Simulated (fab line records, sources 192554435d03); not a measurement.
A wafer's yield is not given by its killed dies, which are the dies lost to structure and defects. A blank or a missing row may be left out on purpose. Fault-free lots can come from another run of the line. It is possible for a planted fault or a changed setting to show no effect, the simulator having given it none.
Which tool did it? ; flow n5_finfet ; 14 lots, 42 wafers sampled, at 8 steps of a route of 1938

== WHAT THE GAUGES READ, wafer by wafer ==
N5_BEOL_M0_SAQP_THK_MEAS_05.
lot;measured;on;thk_nm (nm)
L186;day 5 19:26;film_metro-01;59.4 59.9 60.3
L188;day 6 07:10;film_metro-01;60.2 59.9 60.5
L189;day 6 14:34;film_metro-01;60.7 61.1 59.7
L190;day 6 15:28;film_metro-01;59.5 58.7 60.2
L193;day 7 12:52;film_metro-02;59.8 60.3 59.9
L194;day 7 19:51;film_metro-02;58.9 60.2 59.7
L195;day 7 23:33;film_metro-02;59.4 60.6 61.4
L196;day 8 11:14;film_metro-02;59.6 60.4 61.2
L199;day 8 23:49;film_metro-01;58.5 59.5 59.3
L200;day 9 06:52;film_metro-02;59.7 58.9 60.7
L205;day 10 10:38;film_metro-02;60.3 60.8 60.5
L206;day 10 18:05;film_metro-02;58.4 58.6 60.0
L207;day 11 02:17;film_metro-02;59.8 59.6 59.8
L208;day 11 05:17;film_metro-02;59.6 59.4 59.8

N5_BEOL_M0_SAQP_CD_MEAS_14 targets a cd of 42.5 nm.
lot;measured;on;cd_nm (nm)
L186;day 5 19:55;cd_sem-03;42.7 42.5 42.2
L188;day 6 07:31;cd_sem-01;42.4 42.1 42.0
L189;day 6 14:55;cd_sem-01;42.3 42.6 42.8
L190;day 6 15:56;cd_sem-03;42.3 42.2 42.1
L193;day 7 13:22;cd_sem-01;42.5 43.2 42.7
L194;day 7 20:13;cd_sem-02;42.2 42.1 42.3
L195;day 8 00:02;cd_sem-03;42.1 41.9 42.2
L196;day 8 11:44;cd_sem-01;42.6 42.7 41.9
L199;day 9 00:18;cd_sem-02;42.3 42.6 42.4
L200;day 9 07:14;cd_sem-02;42.5 42.3 42.9
L205;day 10 11:07;cd_sem-03;42.9 42.2 42.6
L206;day 10 18:34;cd_sem-02;42.4 42.0 42.5
L207;day 11 02:38;cd_sem-02;42.8 42.0 41.5
L208;day 11 05:46;cd_sem-02;42.4 42.7 42.0

N5_BEOL_M0_SAQP_CD_MEAS_25 targets a cd of 13.1 nm.
lot;measured;on;cd_nm (nm)
L186;day 5 21:34;cd_sem-01;12.66 12.75 12.74
L188;day 6 09:11;cd_sem-01;12.37 12.49 12.82
L189;day 6 16:48;cd_sem-02;13.06 12.70 13.02
L190;day 6 17:54;cd_sem-01;12.82 12.34 12.45
L193;day 7 15:01;cd_sem-02;12.61 12.92 12.67
L194;day 7 21:52;cd_sem-01;12.91 12.78 12.76
L195;day 8 01:41;cd_sem-03;13.00 13.22 12.99
L196;day 8 15:57;cd_sem-02;12.94 12.60 12.66
L199;day 9 01:58;cd_sem-01;- - -
L200;day 9 09:09;cd_sem-01;- - -
L205;day 10 12:49;cd_sem-03;12.85 12.75 13.04
L206;day 10 20:15;cd_sem-03;12.81 12.16 12.66
L207;day 11 04:33;cd_sem-03;12.90 12.81 12.38
L208;day 11 07:26;cd_sem-01;12.81 12.73 13.12

N5_BEOL_M4_RC_MEAS_101.
lot;measured;on;DIBL_N (mV/V);DIBL_P (mV/V);IOFF_N (nA/um);IOFF_P (nA/um);ION_N (uA/um);ION_P (uA/um);SS_N (mV/dec);SS_P (mV/dec);VT_N (mV);VT_P (mV)
L186;day 8 03:50;prober-01;39.8 37.9 39.4;37.1 35.5 36.5;0.20 0.17 0.19;0.26 0.24 0.25;678 679 666;469 473 460;72.1 71.9 72.7;73.7 73.5 73.9;249 247 247;-245 -246 -246
L188;day 8 13:08;prober-01;36.6 34.7 35.2;35.8 33.8 33.3;0.18 0.14 0.14;0.21 0.18 0.17;674 670 664;458 463 452;71.9 71.7 71.7;73.5 73.2 72.9;249 250 251;-251 -254 -253
L189;day 8 17:33;prober-01;39.1 34.7 33.8;39.6 33.7 33.0;0.20 0.13 0.11;0.25 0.17 0.15;683 654 656;458 451 454;72.3 71.3 70.9;74.0 72.3 72.3;249 252 252;-247 -252 -255
L190;day 9 00:05;prober-01;37.5 38.7 39.7;36.5 37.5 39.3;0.18 0.21 0.24;0.23 0.27 0.32;673 697 686;463 474 464;71.3 72.4 72.7;73.2 73.8 74.3;247 246 242;-248 -245 -242
L193;day 9 17:07;prober-01;35.7 36.0 35.9;35.6 36.6 36.8;0.16 0.16 0.16;0.21 0.23 0.22;674 673 673;459 462 458;71.9 71.8 72.2;73.0 73.2 73.3;248 250 249;-252 -249 -250
L194;day 10 02:48;prober-02;34.4 35.4 32.6;35.1 35.9 33.4;0.13 0.15 0.11;0.19 0.21 0.16;663 678 666;456 470 461;70.9 71.0 70.7;72.4 73.1 72.5;252 249 252;-252 -249 -252
L195;day 10 07:31;prober-01;32.1 36.3 36.9;31.7 35.6 36.6;0.12 0.18 0.18;0.17 0.24 0.25;668 686 673;470 471 465;69.9 72.0 72.1;72.2 73.1 73.4;253 248 248;-250 -247 -246
L196;day 11 02:38;prober-02;38.5 32.7 37.1;40.2 32.7 37.2;0.19 0.10 0.17;0.22 0.13 0.18;668 649 660;455 448 448;71.9 70.5 72.6;73.7 71.0 72.8;248 256 251;-253 -255 -255
L205;day 12 19:21;prober-02;37.9 35.5 36.4;37.7 35.2 36.9;0.18 0.14 0.16;0.22 0.19 0.22;672 667 682;451 457 462;71.8 71.7 71.6;73.7 72.5 73.5;250 254 249;-253 -254 -251
L206;day 13 02:57;prober-01;37.2 33.6 34.7;35.3 32.8 33.9;0.16 0.12 0.14;0.24 0.21 0.21;658 666 667;456 468 469;72.2 70.6 70.3;73.5 72.2 72.7;251 255 247;-246 -249 -246
L207;day 13 11:47;prober-01;36.2 36.7 34.0;34.9 35.4 31.1;0.14 0.14 0.10;0.17 0.19 0.13;672 673 659;461 463 451;71.9 71.5 70.7;72.5 73.0 71.5;251 250 254;-255 -253 -258
L208;day 13 12:16;prober-02;35.4 36.7 36.5;34.1 37.2 36.3;0.15 0.17 0.16;0.20 0.27 0.23;671 686 678;462 478 467;70.7 71.8 71.5;73.4 73.5 74.0;250 247 249;-248 -245 -246

== WHAT TOOL EACH LOT RAN ON (gives the tool, then ch and the chambers of the sampled wafers, and finally the start) ==
lot;N5_BEOL_M0_SAQP_ETCH_83;N5_BEOL_M0_SAQP_ETCH_84;N5_BEOL_M0_SAQP_HM_OPEN_112;N5_BEOL_M0_SAQP_MANDREL_ETCH_20
L186;rie_diel-05 ch 0,1,2, day 5 20:02;rie_diel-05 ch 0,1,2, day 5 20:05;rie_diel-05 ch 0,1,2, day 5 20:11;rie_si-01 ch 1,3, day 5 20:16
L188;rie_diel-06 ch 0,1,2, day 6 07:39;rie_diel-06 ch 0,1,2, day 6 07:42;rie_diel-06 ch 0,1,2, day 6 07:48;rie_si-06 ch 0,1, day 6 07:53
L189;rie_diel-05 ch 0,1, day 6 15:02;rie_diel-05 ch 0,1, day 6 15:05;rie_diel-05 ch 0,1, day 6 15:12;rie_si-04 ch 2,3, day 6 15:17
L190;rie_diel-03 ch 0,1, day 6 16:21;rie_diel-03 ch 0,1, day 6 16:24;rie_diel-03 ch 0,1, day 6 16:31;rie_si-01 ch 0,1,3, day 6 16:35
L193;rie_diel-05 ch 1,2,3, day 7 13:29;rie_diel-05 ch 1,2,3, day 7 13:32;rie_diel-05 ch 1,2,3, day 7 13:38;rie_si-06 ch 0,2, day 7 13:43
L194;rie_diel-05 ch 0,1, day 7 20:20;rie_diel-05 ch 0,1, day 7 20:23;rie_diel-05 ch 0,1, day 7 20:29;rie_si-06 ch 0,1,3, day 7 20:34
L195;rie_diel-05 ch 0,1,2, day 8 00:10;rie_diel-05 ch 0,1,2, day 8 00:13;rie_diel-05 ch 0,1,2, day 8 00:19;rie_si-01 ch 0,2,3, day 8 00:24
L196;rie_diel-06 ch 0,2, day 8 11:52;rie_diel-06 ch 0,2, day 8 11:55;rie_diel-06 ch 0,2, day 8 12:01;rie_si-01 ch 0,3, day 8 12:06
L199;rie_diel-05 ch 1,2,3, day 9 00:25;rie_diel-05 ch 1,2,3, day 9 00:28;rie_diel-05 ch 1,2,3, day 9 00:34;rie_si-01 ch 0,1,2, day 9 00:40
L200;rie_diel-03 ch 1,2,3, day 9 07:28;rie_diel-03 ch 1,2,3, day 9 07:31;rie_diel-03 ch 1,2,3, day 9 07:38;rie_si-06 ch 1,2, day 9 07:43
L205;rie_diel-05 ch 0,1,3, day 10 11:16;rie_diel-05 ch 0,1,3, day 10 11:20;rie_diel-05 ch 0,1,3, day 10 11:25;rie_si-04 ch 0,1,2, day 10 11:28
L206;rie_diel-03 ch 0,3, day 10 18:41;rie_diel-03 ch 0,3, day 10 18:44;rie_diel-03 ch 0,3, day 10 18:51;rie_si-04 ch 1,2,3, day 10 18:56
L207;rie_diel-06 ch 0,1,2, day 11 02:46;rie_diel-06 ch 0,1,2, day 11 02:49;rie_diel-06 ch 0,1,2, day 11 02:55;rie_si-04 ch 0,2,3, day 11 03:00
L208;rie_diel-03 ch 0,1,3, day 11 05:53;rie_diel-03 ch 0,1,3, day 11 05:56;rie_diel-03 ch 0,1,3, day 11 06:03;rie_si-06 ch 0,2,3, day 11 06:08
- N5_BEOL_M0_SAQP_ETCH_83: etches SiARC in CF4, target depth 39 nm, time 65 s.
- N5_BEOL_M0_SAQP_ETCH_84: etches SOC in N2/H2, target depth 100 nm, overetch 20 nm, time 150 s.
- N5_BEOL_M0_SAQP_HM_OPEN_112: chemistry CHF3/O2, target SiO2, stops on a-Si, target depth 12 nm, time 13.5 s.
- N5_BEOL_M0_SAQP_MANDREL_ETCH_20: etches a-Si in HBr/Cl2, stops on SiNx, target depth 60 nm, bt time 10 s, time 30 s.

== AS READ BY THE TOOLS THEMSELVES (means over the sampled wafers that have a number; for cases with no such wafer, the mark the record gives instead) ==
N5_BEOL_M0_SAQP_ETCH_83.
lot;tool;bias_w (W);cf4_flow_sccm (sccm);drypump_motor_current_A (A);etch_rf_on_time_s (s);oes_product_au (a.u.);rf_fwd_power_W (W);rf_vpp_V (V);showerhead_plenum_p_Torr (Torr);throttle_valve_pct (%)
L186;rie_diel-05;35.95;99.9;5.72;61.9;0.70;536.8;184.7;2.13;15.54
L188;rie_diel-06;35.99;100.0;5.74;65.3;0.63;539.7;185.9;2.17;15.70
L189;rie_diel-05;35.97;99.8;5.81;62.1;0.67;538.9;182.7;2.10;15.72
L190;rie_diel-03;35.96;100.4;5.92;63.0;0.63;540.2;183.4;2.08;15.79
L193;rie_diel-05;35.99;99.9;5.82;65.4;0.72;538.9;184.4;2.19;15.46
L194;rie_diel-05;35.98;100.0;5.80;62.3;0.67;539.4;183.1;2.09;15.72
L195;rie_diel-05;36.04;99.9;5.71;62.7;0.68;537.7;183.7;2.13;15.56
L196;rie_diel-06;35.97;99.5;5.73;64.6;0.62;536.6;183.5;2.14;15.79
L199;rie_diel-05;36.02;99.7;5.82;64.4;0.71;540.0;184.4;2.19;15.47
L200;rie_diel-03;35.91;100.1;5.67;64.1;0.67;538.2;185.0;2.16;15.67
L205;rie_diel-05;36.10;99.9;5.92;64.1;0.68;537.7;184.4;2.16;15.67
L206;rie_diel-03;35.96;99.8;5.35;64.4;0.61;537.3;183.3;2.13;15.78
L207;rie_diel-06;36.10;100.1;5.76;65.4;0.61;538.8;184.2;2.16;15.77
L208;rie_diel-03;36.04;100.0;5.63;63.8;0.61;540.0;183.2;2.10;15.82

N5_BEOL_M0_SAQP_ETCH_84.
lot;tool;bias_w (W);chamber_pressure_mTorr (mTorr);drypump_motor_current_A (A);oes_product_au (a.u.);rf_fwd_power_W (W);rf_vpp_V (V);showerhead_plenum_p_Torr (Torr);throttle_valve_pct (%)
L186;rie_diel-05;149.8;30.032;5.72;0.71;836.1;523.0;2.52;17.66
L188;rie_diel-06;149.4;30.004;5.75;0.66;837.0;526.0;2.58;17.93
L189;rie_diel-05;149.8;30.028;5.81;0.68;836.3;521.7;2.47;17.76
L190;rie_diel-03;150.0;29.994;5.96;0.65;836.4;521.3;2.46;18.05
L193;rie_diel-05;149.7;29.977;5.81;0.75;838.4;526.0;2.61;17.69
L194;rie_diel-05;149.8;30.014;5.81;0.68;836.8;520.4;2.47;17.78
L195;rie_diel-05;150.2;29.999;5.72;0.70;837.1;523.0;2.52;17.69
L196;rie_diel-06;150.3;30.012;5.74;0.65;835.2;523.9;2.52;17.97
L199;rie_diel-05;-;-;-;-;-;-;-;-
L200;rie_diel-03;-;-;-;-;-;-;-;-
L205;rie_diel-05;150.0;29.989;5.91;0.69;837.5;524.4;2.55;17.81
L206;rie_diel-03;149.9;30.026;5.34;0.63;840.6;523.2;2.52;18.12
L207;rie_diel-06;149.9;29.995;5.76;0.64;835.4;525.2;2.56;17.99
L208;rie_diel-03;149.7;30.001;5.61;0.63;835.6;521.4;2.49;18.09

N5_BEOL_M0_SAQP_HM_OPEN_112.
lot;tool;drypump_motor_current_A (A);oes_o_777_au (a.u.);oes_product_au (a.u.);rf_fwd_power_W (W);rf_vpp_V (V);showerhead_plenum_p_Torr (Torr);throttle_valve_pct (%)
L186;rie_diel-05;5.72;0.80;0.53;647.6;528;2.39;18.71
L188;rie_diel-06;5.75;0.74;0.48;644.0;522;2.44;18.88
L189;rie_diel-05;5.81;0.78;0.50;643.1;525;2.35;18.85
L190;rie_diel-03;5.95;0.73;0.47;645.8;528;2.34;18.96
L193;rie_diel-05;5.79;0.83;0.55;645.8;536;2.47;18.68
L194;rie_diel-05;5.81;0.76;0.49;646.9;525;2.34;18.85
L195;rie_diel-05;5.72;0.79;0.51;644.6;526;2.39;18.75
L196;rie_diel-06;5.72;0.72;0.48;643.0;515;2.40;18.96
L199;rie_diel-05;5.80;0.81;0.31;646.7;535;2.46;18.66
L200;rie_diel-03;5.67;0.79;0.29;645.3;524;2.43;18.85
L205;rie_diel-05;5.91;0.77;0.51;646.6;534;2.42;18.86
L206;rie_diel-03;5.34;0.70;0.46;647.1;526;2.39;18.98
L207;rie_diel-06;5.77;0.71;0.46;644.6;522;2.42;18.94
L208;rie_diel-03;5.61;0.71;0.46;644.5;525;2.36;19.02

N5_BEOL_M0_SAQP_MANDREL_ETCH_20.
lot;tool;HBr_flow_sccm (sccm);bias_w (W);drypump_motor_current_A (A);he_backside_leak_sccm (sccm);oes_product_au (a.u.);rf_fwd_power_W (W);throttle_valve_pct (%)
L186;rie_si-01;150.1;75.08;5.3;2.5;0.766;793.1;35.2
L188;rie_si-06;149.6;75.17;6.7;2.7;0.795;795.5;35.6
L189;rie_si-04;149.7;74.90;5.6;2.6;0.777;799.6;35.8
L190;rie_si-01;150.6;74.95;5.6;2.9;0.761;794.6;35.2
L193;rie_si-06;149.9;75.02;5.6;2.6;0.788;794.1;35.8
L194;rie_si-06;149.9;74.97;6.3;2.8;0.785;796.1;35.5
L195;rie_si-01;149.8;75.16;5.7;2.7;0.782;793.9;35.1
L196;rie_si-01;150.4;74.77;5.8;3.2;0.781;795.6;35.1
L199;rie_si-01;150.4;75.04;5.6;2.9;0.329;793.5;36.0
L200;rie_si-06;150.1;74.72;6.1;2.8;0.333;793.5;36.2
L205;rie_si-04;150.0;74.96;5.7;2.6;0.784;794.9;35.4
L206;rie_si-04;149.8;74.92;5.6;2.5;0.770;798.3;35.6
L207;rie_si-04;149.6;75.05;5.7;2.7;0.776;795.4;35.6
L208;rie_si-06;150.0;74.93;5.8;2.5;0.789;795.6;35.7

== THE ANSWER, worked out from the rows above alone ==
Rule: usual is defined by the lots themselves. The widest of any qualifying gaps counts: lots, ordered by their means at a reading, are off when they make up no more than a third of the lots, leave a main group of 4 or more, and stand apart from it by 3 or more times the standard deviation of that group's means. A main group whose means are all the same, to the digits that the tables above print for the reading, isn't used. A lot without any number at a reading at which 4 lots or more have one is off too. Where the step has rows for the other lots, those lots are counted as sound. First the gauges in route order, then the tools' own readings, where a lot's mean is used as printed above. The first step at which some lot is off is used, and at that step the reading that is off furthest; a lot without a number counts as furthest.
Off, at N5_BEOL_M0_SAQP_CD_MEAS_25 on cd_nm: L199, L200. Without a number there: L199, L200. The main group: mean 12.76 nm, standard deviation 0.16.
A tool fits if, at a process step before that reading, it ran every lot that is off, and no sound lot after the first of them. Not tried: the gauges at N5_BEOL_M0_SAQP_CD_MEAS_25; whatever is off there is also off at N5_BEOL_M0_SAQP_ETCH_84, on other tools, and gauge error can't account for it. Of those tried, none fits.

== WHAT THE SIMULATOR HAD PUT IN ==
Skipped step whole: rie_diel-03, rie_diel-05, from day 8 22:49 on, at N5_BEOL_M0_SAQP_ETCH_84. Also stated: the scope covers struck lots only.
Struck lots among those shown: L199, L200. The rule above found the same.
